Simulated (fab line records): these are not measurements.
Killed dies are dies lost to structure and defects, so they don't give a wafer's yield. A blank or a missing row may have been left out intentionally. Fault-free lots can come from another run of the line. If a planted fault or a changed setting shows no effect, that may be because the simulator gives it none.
Matching of chambers	flow nand-harc	NHARC_A_CONTACT_ETCH_50 on rie-diel-02: 4 sister chambers
The step etches the open film in CF4/CHF3, target depth 121 nm, time 60.5 s. 8 wafers are shown with their chamber, then 7 later ones without.

WAFERS PAIRED WITH THEIR CHAMBERS
wafer	chamber	drypump-motor-current-A (A)	showerhead-plenum-p-Torr (Torr)
L676.6	0	5.7	1.63
L689.1	2	5.3	1.46
L689.6	1	5.0	1.62
L690.2	2	5.3	1.46
L690.3	1	5.0	1.61
L690.6	3	6.1	1.63
L694.1	3	6.0	1.62
L694.2	0	5.7	1.62

WAFERS WITHOUT THEIR CHAMBER
wafer	drypump-motor-current-A (A)	showerhead-plenum-p-Torr (Torr)
L694.5	5.0	1.61
L696.2	5.0	1.61
L696.5	5.0	1.61
L696.6	5.3	1.46
L695.1	6.1	1.62
L695.3	5.3	1.46
L695.4	5.0	1.61

WHICH CHAMBER EACH ONE RAN IN
wafer	from the rows above	in truth
L694.5	1	1
L696.2	1	1
L696.5	1	1
L696.6	2	2
L695.1	3	3
L695.3	2	2
L695.4	1	1
Correct placement for 7 of the 7. From these rows, 0 cannot be placed. Wrongly placed: 0.
How it was worked out, from the rows above alone: a wafer's distance from a chamber is the root of the sum, over the readings, of the square of ((its reading less the chamber's mean) divided by the reading's scatter). If the next closest chamber is less than 2 further off than the closest, the wafer can't be placed; otherwise it belongs to the closest. For every chamber, the mean is computed from those of its wafers that are shown. The scatter: the root of (the sum of the squares of (reading less its chamber's mean) over the shown wafers, divided by (wafers less chambers)).
